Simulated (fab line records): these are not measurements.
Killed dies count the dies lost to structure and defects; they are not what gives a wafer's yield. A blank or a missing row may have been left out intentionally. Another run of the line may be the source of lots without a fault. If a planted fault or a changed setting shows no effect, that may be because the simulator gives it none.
A struck lot beside a sound one -- flow n5-finfet -- 41 steps out of a route of 1938
Sound: the wafers L349.1, L349.2, L349.4. Struck: wafer L358.5 (left out: L358.2, L358.6 of the same lot, which were not struck); the cause appears at the end.
For every step that has rows: the tool of each side, followed by ch and its chambers, followed by its first start. Under that, the readings that differ: sound wafers -- struck wafers -- difference of the means -- sigmas: that difference in standard deviations of wafers without a fault.
alike: readings with means less than 2 such deviations apart, plus words and numbers identical on both sides. not compared: withheld readings, readings lacking a value on some wafer, bounds such as >300 that could conceal the same value, and numbers that have no deviation in the record and whose values overlap.
A row with sigmas, a row that says differs or no value, or rows on one side alone: a step with any of these is where the two part. Numbers that don't overlap but have no deviation are shown without sigmas and don't part them. A reading missing from all wafers of one side parts the sides only when that side holds two or more wafers.

first, 9 steps without rows for these wafers: N5_BEOL_M4_ANNEAL_95 (time 240 s); N5_BEOL_M4_SPUTTER_96 (material Cu, target thk 4.5 nm, time 8.29 s); N5_BEOL_M4_ECD_50 (material Cu, target thk 300 nm); N5_BEOL_M4_ANNEAL_51 (time 90 s); N5_BEOL_M4_CMP_52 (polishes, stops on SiOC, t overpolish 6.8 s, target thk 40 nm); N5_BEOL_M4_PRE_CLEAN_60 (time 15 s); N5_BEOL_M4_CO_CAP_55 (material Co, precursor CCTBA/H2, target thk 2 nm, time 102.1 s); N5_BEOL_M4_PRE_CLEAN_56 (time 15 s); N5_BEOL_M4_DEP_57 (deposits SiCN from 3MS/NH3, target thk 8 nm, time 14 s).
N5_BEOL_M4_RC_MEAS_101:
  sound on prober-02 ch 0, day 12 11:29; struck on prober-01 ch 0, day 14 10:22
reading,sound,struck,difference,sigmas
SS_N (mV/dec),71.6 71.2 70.4,72.4,+1.3,+3
  alike: DIBL_N, DIBL_P, IOFF_N, IOFF_P, ION_N, ION_P, SS_P, VT_N, VT_P
then, 24 steps without rows for these wafers: N5_BEOL_M5_ILD_DEP_00 (deposits SiCOH lowk from DEMS/porogen, target thk 140.64 nm, time 25.9 s); N5_BEOL_M5_CURE_79 (cures SiCOH lowk, time 240 s); N5_BEOL_M5_PECVD_70 (deposits SiO2 from TEOS/O2, target thk 16 nm, time 18 s); N5_BEOL_M5_HM_DEP_02 (deposits TiN, target thk 20 nm); N5_BEOL_M5_COAT_59 (time 60 s, resist thk 60 nm); N5_BEOL_M5_COAT_60 (time 60 s, resist thk 12 nm); N5_BEOL_M5_COAT_71 (time 60 s, resist thk 5 nm); N5_BEOL_M5_COAT_05 (resist thk 30 nm); N5_BEOL_M5_EBR_07; N5_BEOL_M5_SOFTBAKE_06 (time 60 s); N5_BEOL_M5_EXPOSE_08 (exposes mask M5, target cd 28 nm); N5_BEOL_M5_PEB_09 (peb time 60 s); N5_BEOL_M5_DEVELOP_10 (develop time 30 s); N5_BEOL_M5_DESCUM_16 (chemistry O2, time 7 s); N5_BEOL_M5_ETCH_72 (etches underlayer in N2/H2, target depth 6.5 nm, time 5.2 s); N5_BEOL_M5_ETCH_61 (etches SiARC in CF4, target depth 15.6 nm, time 26 s); N5_BEOL_M5_ETCH_62 (etches SOC in N2/H2, target depth 75 nm, overetch 15 nm, time 112.5 s); N5_BEOL_M5_STRIP_63 (strips in N2/H2); N5_BEOL_M5_STRIP_73 (strips in N2/H2); N5_BEOL_M5_STRIP_64 (strips in CF4); N5_BEOL_M5_HM_OPEN_17 (chemistry Cl2/BCl3, target TiN, target depth 20 nm, overetch 6 nm); N5_BEOL_M5_STRIP_19 (strips in O2); N5_BEOL_M5_COAT_65 (time 60 s, resist thk 60 nm); N5_BEOL_M5_COAT_66 (time 60 s, resist thk 12 nm).
N5_BEOL_M5_TRENCH_ETCH_37: etches SiCOH lowk in C4F6/O2, target depth 71.652 nm, time 24.7 s.
  sound on rie-diel-01 ch 0,1,2, day 12 16:12; struck on rie-diel-01 ch 0, day 14 17:08
reading,sound,struck,difference,sigmas
run-length-s (s),48.1 48.5 47.8,65.1,+17.0,+44
model.BEOL_M5.feature-depth-nm (nm),71.2 70.8 73.4,120.6,+48.8,
model.etch.depth-nm (nm),71.23 70.71 73.4,120.6,+48.8,
model.TiN_of_BEOL_M5_HM_DEP_02.thk-nm (nm),17.8 18 17.6,16.8,-1.0,
  alike: drypump-motor-current-A, oes-product-au, rf-vpp-V, showerhead-plenum-p-Torr, throttle-valve-pct
  not compared: rf-hours-counter-h
N5_BEOL_M5_ETCH_41: etches SiCN in CH3F/O2, target depth 31.5 nm, time 56.7 s.
  sound: rie-diel-01 ch 0,1,2; struck: rie-diel-01 ch 0
  alike: drypump-motor-current-A, oes-product-au, rf-vpp-V, run-length-s, showerhead-plenum-p-Torr, throttle-valve-pct
  not compared: rf-hours-counter-h, model.BEOL_M5.cd-nm
N5_BEOL_M5_OCD_MEAS_38:
  sound: ocd-02 at day 12 16:22; struck: ocd-02 at day 14 17:17
reading,sound,struck,difference,sigmas
trench-depth-nm (nm),70.8 70.7 73.4,121.4,+49.8,+50
N5_BEOL_M5_CMP_52: polishes, stops on SiCOH lowk, t overpolish 6.9 s, target thk 62 nm.
  sound on cmp-01 ch 0,2,3, day 12 23:25; struck on cmp-03 ch 1, day 14 23:50
reading,sound,struck,difference,sigmas
model.Cu_of_BEOL_M5_ECD_50.thk-nm (nm),61 61.8 63.6,110,+48,
  alike: motor-current-A
N5_BEOL_M5_THK_MEAS_53: measures by xrf.
  sound: film-metro-02 at day 12 23:41; struck: film-metro-02 at day 15 00:08
reading,sound,struck,difference,sigmas
M5_THK (nm),61.3 62.3 64.4,109.0,+46.3,+31
N5_BEOL_M5_RS_MEAS_57: measures by four-point-probe.
  sound: film-metro-01 at day 13 00:04; struck: film-metro-02 at day 15 00:27
reading,sound,struck,difference,sigmas
M5_RS (ohm/sq),0.395 0.389 0.375,0.198,-0.188,-19
-- here the record skips 4 days between the struck wafers' starts before and after, leaving off in module BEOL_M5 and picking up in module PASSIVATION (first step shown: number 1936 of the route) --
N5_PASSIVATION_PROBE_49:
  only the struck wafers here have rows in the record (prober-01, day 18 23:23); the sound ones have none

WHERE THEY PART
Earliest at N5_BEOL_M4_RC_MEAS_101; latest, in this record, at N5_PASSIVATION_PROBE_49.

WHY: the cause the simulator had injected
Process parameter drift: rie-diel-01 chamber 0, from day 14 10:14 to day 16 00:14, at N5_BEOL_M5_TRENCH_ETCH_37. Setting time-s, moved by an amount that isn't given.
